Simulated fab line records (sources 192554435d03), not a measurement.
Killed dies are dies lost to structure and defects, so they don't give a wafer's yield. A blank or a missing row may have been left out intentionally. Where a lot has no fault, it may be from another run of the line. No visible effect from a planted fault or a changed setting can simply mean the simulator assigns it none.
Split-lot study :: flow n5-finfet :: 21 wafers read across 7 lots, on a route 1938 steps long

ON THE SPLIT
At N5_BEOL_M6_TRENCH_ETCH_37 (etches SiCOH lowk in C4F6/O2, target depth 94.435 nm, time 31.5 s), the setting bias-w was moved away from the recipe's 185 W on 10 of the 21 wafers read, by -17.0% to +9.1%. For the rest of the wafers, this setting stayed at what the recipe calls for.

The reading is taken at the split's own step.

THE READING
rf-vpp-V, in V, at N5_BEOL_M6_TRENCH_ETCH_37 (etches SiCOH lowk in C4F6/O2, target depth 94.435 nm, time 31.5 s). A value of 667 V with a standard deviation of 6.6 V is what fault-free wafers of this fab line usually give.

wafer: L077.3
tool, chamber at the split: rie-diel-05, 0
bias-w as run, W: 169.5
against the recipe: -8.4%
rf-vpp-V, V: 621
against lot-mates on the recipe: -43

wafer: L077.4
tool, chamber at the split: rie-diel-05, 2
bias-w as run, W: 185
against the recipe: recipe
rf-vpp-V, V: 664
against lot-mates on the recipe: -

wafer: L077.5
tool, chamber at the split: rie-diel-05, 3
bias-w as run, W: 169.5
against the recipe: -8.4%
rf-vpp-V, V: 624
against lot-mates on the recipe: -40

wafer: L079.1
tool, chamber at the split: rie-diel-05, 2
bias-w as run, W: 185
against the recipe: recipe
rf-vpp-V, V: 664
against lot-mates on the recipe: -

wafer: L079.3
tool, chamber at the split: rie-diel-05, 0
bias-w as run, W: 172.8
against the recipe: -6.6%
rf-vpp-V, V: 630
against lot-mates on the recipe: -34

wafer: L079.5
tool, chamber at the split: rie-diel-05, 2
bias-w as run, W: 172.8
against the recipe: -6.6%
rf-vpp-V, V: 628
against lot-mates on the recipe: -36

wafer: L080.2
tool, chamber at the split: rie-diel-05, 0
bias-w as run, W: 185
against the recipe: recipe
rf-vpp-V, V: 665
against lot-mates on the recipe: -

wafer: L080.5
tool, chamber at the split: rie-diel-05, 2
bias-w as run, W: 185
against the recipe: recipe
rf-vpp-V, V: 664
against lot-mates on the recipe: -

wafer: L080.6
tool, chamber at the split: rie-diel-05, 1
bias-w as run, W: 201.9
against the recipe: +9.1%
rf-vpp-V, V: 724
against lot-mates on the recipe: +60

wafer: L085.1
tool, chamber at the split: rie-diel-04, 3
bias-w as run, W: 185
against the recipe: recipe
rf-vpp-V, V: 670
against lot-mates on the recipe: -

wafer: L085.5
tool, chamber at the split: rie-diel-04, 2
bias-w as run, W: 171.6
against the recipe: -7.2%
rf-vpp-V, V: 630
against lot-mates on the recipe: -40

wafer: L085.6
tool, chamber at the split: rie-diel-04, 3
bias-w as run, W: 171.6
against the recipe: -7.2%
rf-vpp-V, V: 633
against lot-mates on the recipe: -37

wafer: L088.2
tool, chamber at the split: rie-diel-06, 2
bias-w as run, W: 153.6
against the recipe: -17.0%
rf-vpp-V, V: 570
against lot-mates on the recipe: -92

wafer: L088.3
tool, chamber at the split: rie-diel-06, 3
bias-w as run, W: 153.6
against the recipe: -17.0%
rf-vpp-V, V: 581
against lot-mates on the recipe: -81

wafer: L088.6
tool, chamber at the split: rie-diel-06, 2
bias-w as run, W: 185
against the recipe: recipe
rf-vpp-V, V: 662
against lot-mates on the recipe: -

wafer: L092.1
tool, chamber at the split: rie-diel-05, 2
bias-w as run, W: 185
against the recipe: recipe
rf-vpp-V, V: 664
against lot-mates on the recipe: -

wafer: L092.2
tool, chamber at the split: rie-diel-05, 0
bias-w as run, W: 171.3
against the recipe: -7.4%
rf-vpp-V, V: 626
against lot-mates on the recipe: -40

wafer: L092.3
tool, chamber at the split: rie-diel-05, 3
bias-w as run, W: 185
against the recipe: recipe
rf-vpp-V, V: 669
against lot-mates on the recipe: -

wafer: L095.1
tool, chamber at the split: rie-diel-06, 3
bias-w as run, W: 185
against the recipe: recipe
rf-vpp-V, V: 676
against lot-mates on the recipe: -

wafer: L095.3
tool, chamber at the split: rie-diel-06, 0
bias-w as run, W: 185
against the recipe: recipe
rf-vpp-V, V: 656
against lot-mates on the recipe: -

wafer: L095.6
tool, chamber at the split: rie-diel-06, 1
bias-w as run, W: 185
against the recipe: recipe
rf-vpp-V, V: 667
against lot-mates on the recipe: -

THE FIT
A straight line over all 21 wafers: rf-vpp-V changes by +5.43 V for each +1% of bias-w; r = +0.99; the points scatter about the line by 4.9 V.
The same after taking each lot's own level away (the mean of its wafers on the recipe; 21 wafers): +5.34 V for each +1%; r = +0.99; scatter 4.7 V.
According to that fit, moving bias-w by its largest amount changes the reading by 91 V.
The span of the lots' own levels, 662.0 to 670.0 V, comes to 1.2 times the standard deviation stated above.
So the lot-to-lot level changes the slope little: the two slopes agree.
Check: with one of the wafers moved furthest among these (-17.0%) left out of the fit, the line predicts -88.4 V for it against its lot-mates. It came out at -92 V against them.
Tool readings at the split's step, against how far the setting was moved: rf-vpp-V r = +0.99.

OTHER SPLITS APPLIED TO THESE WAFERS
Note: prior to the reading, these wafers also went through further splits. Each is held against what the fit with the lots' levels taken away leaves over:
other split on the same wafers: N5_BEOL_M5_ETCH_41 source-w
wafers away from the commonest value: 7
r with rf-vpp-V (lot level and that fit taken away): +0.05

other split on the same wafers: N5_BEOL_M6_EXPOSE_25 dose-mj
wafers away from the commonest value: 4
r with rf-vpp-V (lot level and that fit taken away): -0.16

other split on the same wafers: N5_BEOL_M6_ETCH_66 bias-w
wafers away from the commonest value: 6
r with rf-vpp-V (lot level and that fit taken away): -0.05

THE WHOLE CHAIN: every reading that the file lists as answering this split, in the file's order
step: N5_BEOL_M6_TRENCH_ETCH_37
what it does: etches SiCOH lowk in C4F6/O2, target depth 94.435 nm, time 31.5 s
reading: rf-vpp-V
change (the file's fit): +5.36 V for each +1% of the setting
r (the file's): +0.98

step: N5_BEOL_M6_TRENCH_ETCH_37
what it does: etches SiCOH lowk in C4F6/O2, target depth 94.435 nm, time 31.5 s
reading: BEOL_M6.feature-depth-nm (the simulator's own value, which no gauge read)
change (the file's fit): +0.315 nm for each +1% of the setting
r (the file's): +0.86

step: N5_BEOL_M6_TRENCH_ETCH_37
what it does: etches SiCOH lowk in C4F6/O2, target depth 94.435 nm, time 31.5 s
reading: etch.depth-nm (the simulator's own value, which no gauge read)
change (the file's fit): +0.315 nm for each +1% of the setting
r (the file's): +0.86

FILE'S OWN FIT
rf-vpp-V changes by +5.36 V for each +1% of bias-w, r = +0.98.
